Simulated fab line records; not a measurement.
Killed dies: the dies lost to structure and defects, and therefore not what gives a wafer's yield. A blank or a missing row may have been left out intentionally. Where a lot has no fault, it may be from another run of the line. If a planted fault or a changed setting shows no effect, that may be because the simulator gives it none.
Which tool is to blame? -- flow n5_finfet -- Sampling: 23 lots, 69 wafers, 6 of 1938 route steps

## WHAT EACH GAUGE READ, for each wafer
N5_DUMMY_GATE_OVL_MEAS_16. Usual: for GATE_OVL the level is 0.4 nm and the standard deviation is 0.68.
lot,measured,on,GATE_OVL (nm),flag
L074,day 3 00:40,overlay-01,-0.4 -0.8 0.6,
L076,day 3 11:17,overlay-01,0.6 0.3 0.5,
L077,day 3 15:35,overlay-01,0.7 1.0 0.0,
L078,day 3 22:09,overlay-01,-0.4 0.6 0.3,
L079,day 4 03:42,overlay-02,0.3 2.3 -0.1,
L080,day 4 09:49,overlay-02,0.8 0.7 0.8,
L081,day 4 16:01,overlay-01,0.8 0.6 0.5,
L082,day 5 01:44,overlay-01,0.0 -0.1 -0.4,
L083,day 5 06:11,overlay-01,0.5 1.3 0.8,
L084,day 5 13:52,overlay-01,1.7 0.5 1.1,
L085,day 5 19:25,overlay-02,-0.7 0.0 0.5,
L086,day 6 05:11,overlay-02,0.2 0.7 0.5,
L087,day 6 06:07,overlay-01,1.4 1.5 2.1,
L088,day 6 13:14,overlay-01,-0.4 0.2 0.8,
L089,day 6 16:02,overlay-01,1.0 0.2 -0.3,
L090,day 7 00:14,overlay-01,0.8 0.0 0.8,
L091,day 7 04:17,overlay-02,0.0 0.5 0.2,
L092,day 7 10:30,overlay-01,2.3 1.0 0.5,
L093,day 7 17:26,overlay-02,-0.2 -0.6 0.1,
L094,day 8 00:52,overlay-02,-0.4 -0.1 0.0,
L095,day 8 03:59,overlay-02,-1.4 -1.3 -0.5,
L096,day 8 10:07,overlay-01,-0.3 0.9 0.3,
L097,day 8 19:49,overlay-01,0.9 1.6 1.1,

## TOOL THAT RAN EACH LOT (tool first, then ch and the chambers of the sampled wafers, then the start)
lot,N5_ZERO_LAYER_ETCH_18,N5_PMOS_HMC_CHANNEL_EPI_CMP_21,N5_FIN_SAQP_HM_OPEN_33,N5_STI_FIN_REVEAL_ETCH_34,N5_DUMMY_GATE_CMP_04
L074,"rie_si-01 ch 0,3, day 1 12:58","cmp-04 ch 1,2,3, day 1 19:32","rie_diel-01 ch 0,3, day 2 01:43","rie_si-06 ch 1,2,3, day 2 11:45","cmp-03 ch 0,2,3, day 2 20:08"
L076,"rie_si-06 ch 0,3, day 2 00:55","cmp-04 ch 0,1,3, day 2 07:58","rie_diel-01 ch 0,3, day 2 13:43","rie_si-03 ch 0,1,2, day 3 02:03","cmp-04 ch 0,2,3, day 3 06:46"
L077,"rie_si-06 ch 0,1,3, day 2 07:10","cmp-03 ch 0,3, day 2 13:18","rie_diel-03 ch 1,2, day 2 19:36","rie_si-01 ch 0,1,2, day 3 05:55","cmp-02 ch 1,2,3, day 3 11:04"
L078,"rie_si-06 ch 0,1,3, day 2 12:47","cmp-04 ch 1,2, day 2 20:12","rie_diel-06 ch 0,1,2, day 3 02:11","rie_si-03 ch 0,2,3, day 3 12:53","cmp-02 ch 1,2, day 3 17:36"
L079,"rie_si-03 ch 0,1,3, day 2 18:56","cmp-03 ch 0,1,2, day 3 01:41","rie_diel-06 ch 2,3, day 3 07:36","rie_si-03 ch 0,1,3, day 3 18:08","cmp-02 ch 0,1,3, day 3 23:00"
L080,"rie_si-01 ch 2,3, day 3 00:55","cmp-03 ch 0,1,2, day 3 07:50","rie_diel-03 ch 0,2, day 3 13:55","rie_si-01 ch 0,3, day 4 00:04","cmp-04 ch 0,2,3, day 4 05:17"
L081,"rie_si-01 ch 2,3, day 3 07:04","cmp-01 ch 0,1,3, day 3 13:49","rie_diel-03 ch 1,2,3, day 3 19:47","rie_si-01 ch 0,1, day 4 05:40","cmp-04 ch 0,2, day 4 11:21"
L082,"rie_si-06 ch 0,1,2, day 3 13:22","cmp-03 ch 0,2,3, day 3 20:57","rie_diel-06 ch 0,2,3, day 4 04:43","rie_si-06 ch 0,2,3, day 4 16:02","cmp-03 ch 1,2,3, day 4 21:10"
L083,"rie_si-03 ch 0,3, day 3 19:01","cmp-04 ch 1,2, day 4 01:58","rie_diel-06 ch 0,1, day 4 08:35","rie_si-06 ch 0,1, day 4 19:55","cmp-03 ch 1,2,3, day 5 01:40"
L084,"rie_si-06 ch 1,2, day 4 00:55","cmp-04 ch 0,3, day 4 07:46","rie_diel-01 ch 0,3, day 4 14:44","rie_si-01 ch 1,2, day 5 02:44","cmp-03 ch 0,2,3, day 5 09:06"
L085,"rie_si-06 ch 0,2,3, day 4 06:48","cmp-01 ch 0,1,3, day 4 14:18","rie_diel-06 ch 0,1,3, day 4 21:25","rie_si-03 ch 0,1,3, day 5 09:39","cmp-02 ch 1,2,3, day 5 14:41"
L086,"rie_si-06 ch 0,1, day 4 12:55","cmp-01 ch 1,2,3, day 4 21:04","rie_diel-03 ch 1,2,3, day 5 06:19","rie_si-03 ch 1,2,3, day 5 17:58","cmp-03 ch 1,2, day 5 22:38"
L087,"rie_si-06 ch 0,1,2, day 4 18:55","cmp-01 ch 1,3, day 5 03:42","rie_diel-06 ch 0,1, day 5 10:58","rie_si-03 ch 0,2,3, day 5 20:52","cmp-04 ch 1,2, day 6 01:32"
L088,"rie_si-01 ch 0,2,3, day 5 00:48","cmp-04 ch 1,2, day 5 07:11","rie_diel-03 ch 0,1, day 5 13:43","rie_si-06 ch 2,3, day 6 01:17","cmp-04 ch 0,1, day 6 08:33"
L089,"rie_si-03 ch 0,1, day 5 06:57","cmp-04 ch 0,3, day 5 13:40","rie_diel-06 ch 1,2, day 5 20:08","rie_si-03 ch 0,1,2, day 6 06:28","cmp-04 ch 1,2, day 6 11:29"
L090,"rie_si-03 ch 0,1,2, day 5 12:49","cmp-03 ch 1,2,3, day 5 20:13","rie_diel-01 ch 0,1,2, day 6 03:34","rie_si-06 ch 0,2,3, day 6 14:54","cmp-02 ch 1,2,3, day 6 19:35"
L091,"rie_si-03 ch 0,1,3, day 5 19:06","cmp-01 ch 0,1,2, day 6 02:09","rie_diel-03 ch 0,1,3, day 6 08:49","rie_si-03 ch 0,1,2, day 6 19:05","cmp-03 ch 1,2,3, day 6 23:43"
L092,"rie_si-01 ch 0,2,3, day 6 00:47","cmp-01 ch 0,2,3, day 6 07:44","rie_diel-01 ch 1,3, day 6 14:43","rie_si-06 ch 1,2,3, day 7 00:46","cmp-04 ch 0,1, day 7 05:55"
L093,"rie_si-06 ch 1,2,3, day 6 06:49","cmp-04 ch 1,2,3, day 6 13:15","rie_diel-01 ch 1,2,3, day 6 19:51","rie_si-01 ch 0,1,3, day 7 06:06","cmp-02 ch 1,2,3, day 7 10:54"
L094,"rie_si-01 ch 0,1, day 6 12:47","cmp-04 ch 1,2, day 6 19:16","rie_diel-06 ch 0,3, day 7 01:22","rie_si-01 ch 1,2,3, day 7 11:46","cmp-02 ch 2,3, day 7 16:31"
L095,"rie_si-01 ch 0,1, day 6 19:08","cmp-04 ch 1,2, day 7 01:56","rie_diel-03 ch 1,2,3, day 7 08:04","rie_si-03 ch 0,1,3, day 7 18:16","cmp-04 ch 0,1,3, day 7 23:28"
L096,"rie_si-03 ch 0,1,3, day 7 00:55","cmp-01 ch 0,2,3, day 7 07:52","rie_diel-06 ch 0,2,3, day 7 14:50","rie_si-06 ch 0,2,3, day 8 00:54","cmp-02 ch 0,1,3, day 8 05:34"
L097,"rie_si-01 ch 0,1,2, day 7 06:55","cmp-04 ch 2,3, day 7 13:30","rie_diel-06 ch 1,2,3, day 7 19:49","rie_si-03 ch 2,3, day 8 10:31","cmp-02 ch 0,1, day 8 15:14"
- N5_ZERO_LAYER_ETCH_18: etches Si in HBr/Cl2, target depth 120 nm, time 40 s.
- N5_PMOS_HMC_CHANNEL_EPI_CMP_21: polishes SiGe30, target thk 54 nm.
- N5_FIN_SAQP_HM_OPEN_33: chemistry CH3F/O2, target SiNx, target depth 49.4 nm, time 70.6 s.
- N5_STI_FIN_REVEAL_ETCH_34: etches Si in H2, material Si, target depth 0.97 nm.
- N5_DUMMY_GATE_CMP_04: polishes a-Si.

## AS READ BY THE TOOLS THEMSELVES (means over the sampled wafers that have a number; for cases with no such wafer, the mark the record gives instead)
N5_ZERO_LAYER_ETCH_18. Usual: drypump_motor_current_A 5.6 A, standard deviation 0.42; oes_product_au 0.998 a.u., standard deviation 0.02; rf_fwd_power_W 795.0 W, standard deviation 2.5; throttle_valve_pct 36.33 %, standard deviation 0.26.
lot,tool,drypump_motor_current_A (A),oes_product_au (a.u.),rf_fwd_power_W (W),throttle_valve_pct (%),flag
L074,rie_si-01,5.8,0.977,794.3,36.14,
L076,rie_si-06,5.4,0.995,795.4,36.15,
L077,rie_si-06,5.6,0.997,797.5,36.38,
L078,rie_si-06,5.6,0.996,796.1,36.39,
L079,rie_si-03,5.3,1.031,796.0,36.20,
L080,rie_si-01,5.4,0.986,793.3,36.36,
L081,rie_si-01,5.4,0.982,794.0,36.36,
L082,rie_si-06,5.5,0.998,793.4,36.50,
L083,rie_si-03,5.1,1.035,795.3,36.35,
L084,rie_si-06,5.7,1.002,795.3,36.75,
L085,rie_si-06,5.5,0.993,795.8,36.28,
L086,rie_si-06,5.4,0.991,795.2,36.37,
L087,rie_si-06,5.5,0.999,794.7,36.50,
L088,rie_si-01,5.6,0.979,795.9,36.25,
L089,rie_si-03,5.2,1.025,796.9,36.29,
L090,rie_si-03,5.3,1.014,792.4,36.38,
L091,rie_si-03,5.3,1.032,795.5,36.20,
L092,rie_si-01,5.6,0.977,794.3,36.24,
L093,rie_si-06,5.7,0.995,793.6,36.53,
L094,rie_si-01,6.1,0.993,796.7,36.24,
L095,rie_si-01,6.1,0.992,795.5,36.24,
L096,rie_si-03,5.3,1.033,794.9,36.20,
L097,rie_si-01,5.6,0.984,793.6,36.31,

N5_PMOS_HMC_CHANNEL_EPI_CMP_21. Usual: motor_current_A 12.0 A, standard deviation 1.3; pad_life_wafers 808, standard deviation 510; slurry_flow_ml_min 150.1, standard deviation 0.51.
lot,tool,motor_current_A (A),pad_life_wafers,slurry_flow_ml_min,flag
L074,cmp-04,12.2,69,150.6,
L076,cmp-04,12.7,152,150.3,
L077,cmp-03,12.0,1375,149.4,
L078,cmp-04,11.2,242,150.1,
L079,cmp-03,11.6,1496,149.9,
L080,cmp-03,11.9,1551,150.2,
L081,cmp-01,11.0,200,149.8,
L082,cmp-03,11.6,1592,149.5,
L083,cmp-04,10.9,475,149.8,
L084,cmp-04,13.5,522,150.2,
L085,cmp-01,11.0,296,149.5,
L086,cmp-01,11.9,344,150.5,
L087,cmp-01,10.7,403,150.3,
L088,cmp-04,11.5,714,150.5,
L089,cmp-04,13.2,739,150.5,
L090,cmp-03,12.0,1982,149.8,
L091,cmp-01,11.5,566,149.9,
L092,cmp-01,12.6,601,150.0,
L093,cmp-04,12.4,925,150.6,
L094,cmp-04,11.2,955,150.6,
L095,cmp-04,11.1,1008,150.4,
L096,cmp-01,12.7,800,150.3,
L097,cmp-04,11.9,1110,150.1,

N5_FIN_SAQP_HM_OPEN_33. Usual: drypump_motor_current_A 5.7 A, standard deviation 0.4; etch_rf_on_time_s 69.7 s, standard deviation 1.4; mfc_ar_sccm 150.0 sccm, standard deviation 0.42; oes_product_au 0.64 a.u., standard deviation 0.06; rf_fwd_power_W 391.2 W, standard deviation 1.4; rf_vpp_V 298 V, standard deviation 4.4; showerhead_plenum_p_Torr 1.99 Torr, standard deviation 0.068; throttle_valve_pct 16.44 %, standard deviation 0.24.
lot,tool,drypump_motor_current_A (A),etch_rf_on_time_s (s),mfc_ar_sccm (sccm),oes_product_au (a.u.),rf_fwd_power_W (W),rf_vpp_V (V),showerhead_plenum_p_Torr (Torr),throttle_valve_pct (%),flag
L074,rie_diel-01,5.5,68.7,149.8,0.67,390.2,299,2.06,16.28,
L076,rie_diel-01,5.5,69.9,149.9,0.66,391.6,298,2.03,16.27,
L077,rie_diel-03,5.7,70.3,150.3,0.61,390.3,297,2.02,16.74,
L078,rie_diel-06,5.8,69.5,150.2,0.63,392.2,300,1.98,16.30,
L079,rie_diel-06,5.5,70.3,150.2,0.59,391.2,299,2.00,16.73,
L080,rie_diel-03,5.6,69.4,149.7,0.61,393.5,297,1.91,16.64,
L081,rie_diel-03,6.0,71.8,150.1,0.65,390.5,298,2.03,16.53,
L082,rie_diel-06,5.8,70.3,150.1,0.62,392.0,301,1.99,16.53,
L083,rie_diel-06,5.8,69.5,149.8,0.63,391.3,296,1.95,16.27,
L084,rie_diel-01,5.5,68.0,149.9,0.65,389.5,298,2.02,16.30,
L085,rie_diel-06,5.8,70.8,149.9,0.62,391.9,297,1.95,16.49,
L086,rie_diel-03,6.0,70.1,150.1,0.64,390.1,299,2.03,16.56,
L087,rie_diel-06,5.8,67.7,149.8,0.62,390.8,296,1.94,16.29,
L088,rie_diel-03,5.4,70.2,150.8,0.62,390.3,299,1.97,16.50,
L089,rie_diel-06,5.4,68.5,149.7,0.60,392.5,300,2.01,16.37,
L090,rie_diel-01,5.5,69.8,150.1,0.62,391.4,296,1.99,16.54,
L091,rie_diel-03,5.9,70.7,149.6,0.64,389.7,299,2.04,16.42,
L092,rie_diel-01,5.4,69.1,150.4,0.63,391.3,297,1.96,16.50,
L093,rie_diel-01,5.5,69.7,150.3,0.61,389.8,294,1.96,16.54,
L094,rie_diel-06,6.2,68.1,150.3,0.72,391.2,301,1.94,16.37,
L095,rie_diel-03,6.0,70.9,149.3,0.71,392.0,300,2.11,16.42,
L096,rie_diel-06,5.8,68.6,149.8,0.68,392.4,301,1.98,16.42,
L097,rie_diel-06,5.4,68.6,149.9,0.73,392.4,297,1.99,16.23,

N5_STI_FIN_REVEAL_ETCH_34. Usual: drypump_motor_current_A 5.5 A, standard deviation 0.37; h2_flow_sccm 7.496 sccm, standard deviation 0.022; oes_product_au 1.002 a.u., standard deviation 0.024; rf_fwd_power_W 296.3 W, standard deviation 1.3; throttle_valve_pct 25.8 %, standard deviation 0.48.
lot,tool,drypump_motor_current_A (A),h2_flow_sccm (sccm),oes_product_au (a.u.),rf_fwd_power_W (W),throttle_valve_pct (%),flag
L074,rie_si-06,5.7,7.489,1.006,296.1,26.2,
L076,rie_si-03,5.3,7.485,1.009,296.8,25.6,
L077,rie_si-01,5.6,7.501,0.971,296.8,26.0,
L078,rie_si-03,5.2,7.487,1.013,294.7,25.9,
L079,rie_si-03,5.3,7.487,1.021,295.5,25.5,
L080,rie_si-01,5.7,7.515,0.972,297.5,25.9,
L081,rie_si-01,5.8,7.497,0.979,295.9,26.0,
L082,rie_si-06,5.5,7.502,0.991,296.7,25.7,
L083,rie_si-06,5.4,7.528,0.996,296.6,25.7,
L084,rie_si-01,5.9,7.496,1.000,295.9,26.0,
L085,rie_si-03,5.3,7.490,1.026,295.4,25.5,
L086,rie_si-03,5.4,7.487,1.003,294.8,25.7,
L087,rie_si-03,5.2,7.486,1.016,296.5,25.9,
L088,rie_si-06,5.6,7.507,0.998,296.8,26.1,
L089,rie_si-03,5.3,7.497,1.010,296.2,25.6,
L090,rie_si-06,5.5,7.510,0.999,297.1,25.7,
L091,rie_si-03,5.3,7.511,1.005,296.8,25.6,
L092,rie_si-06,5.7,7.496,0.996,296.7,26.2,
L093,rie_si-01,6.0,7.500,0.990,296.6,25.8,
L094,rie_si-01,5.8,7.483,0.992,296.8,25.9,
L095,rie_si-03,5.3,7.470,1.031,296.5,25.5,
L096,rie_si-06,5.5,7.489,0.995,296.3,25.7,
L097,rie_si-03,5.3,7.501,0.993,295.6,26.1,

N5_DUMMY_GATE_CMP_04. Usual: motor_current_A 10.2 A, standard deviation 1.2; pad_life_wafers 1176, standard deviation 570; slurry_flow_ml_min 150.1, standard deviation 0.45; time_to_endpoint_s 12.5 s, standard deviation 2.8.
lot,tool,motor_current_A (A),pad_life_wafers,slurry_flow_ml_min,time_to_endpoint_s (s),flag
L074,cmp-03,10.1,1436,149.9,16.2,
L076,cmp-04,10.3,321,150.3,14.5,
L077,cmp-02,10.7,879,150.1,11.3,
L078,cmp-02,11.3,926,150.2,12.4,
L079,cmp-02,10.9,955,149.9,14.4,
L080,cmp-04,10.6,494,149.7,16.4,
L081,cmp-04,9.4,542,150.3,15.4,
L082,cmp-03,10.2,1808,150.4,14.9,
L083,cmp-03,9.9,1844,149.7,14.1,
L084,cmp-03,9.9,1910,150.1,11.4,
L085,cmp-02,10.3,1255,150.0,10.6,
L086,cmp-03,10.3,1998,149.9,13.7,
L087,cmp-04,9.1,828,150.1,14.3,
L088,cmp-04,9.7,871,150.1,9.8,
L089,cmp-04,9.1,907,149.9,13.8,
L090,cmp-02,10.4,1496,150.2,11.6,
L091,cmp-03,10.2,80,150.0,13.5,
L092,cmp-04,9.8,1064,150.1,11.4,
L093,cmp-02,10.5,1658,149.9,11.1,
L094,cmp-02,9.5,1717,149.8,10.1,
L095,cmp-04,10.7,1226,149.6,13.4,
L096,cmp-02,10.9,1826,150.3,8.4,
L097,cmp-02,12.2,1908,150.2,10.3,

## THE ANSWER, worked out from the rows above alone
Rule: a lot is off if the mean of its wafers that have a number lies more than 3 standard deviations from the usual mean. Also off: a lot with no number at a reading for which 4 or more lots have one. Any other lot the step has rows for is counted as sound. After the gauges, taken in route order, come the tools' own readings; for these a lot's mean is taken, as printed above. The first step at which some lot is off is used, and at that step the reading that is off furthest; a lot without a number counts as furthest.
No lot is off at any reading shown: from this, nothing can be told.

## WHAT THE SIMULATOR PUT IN
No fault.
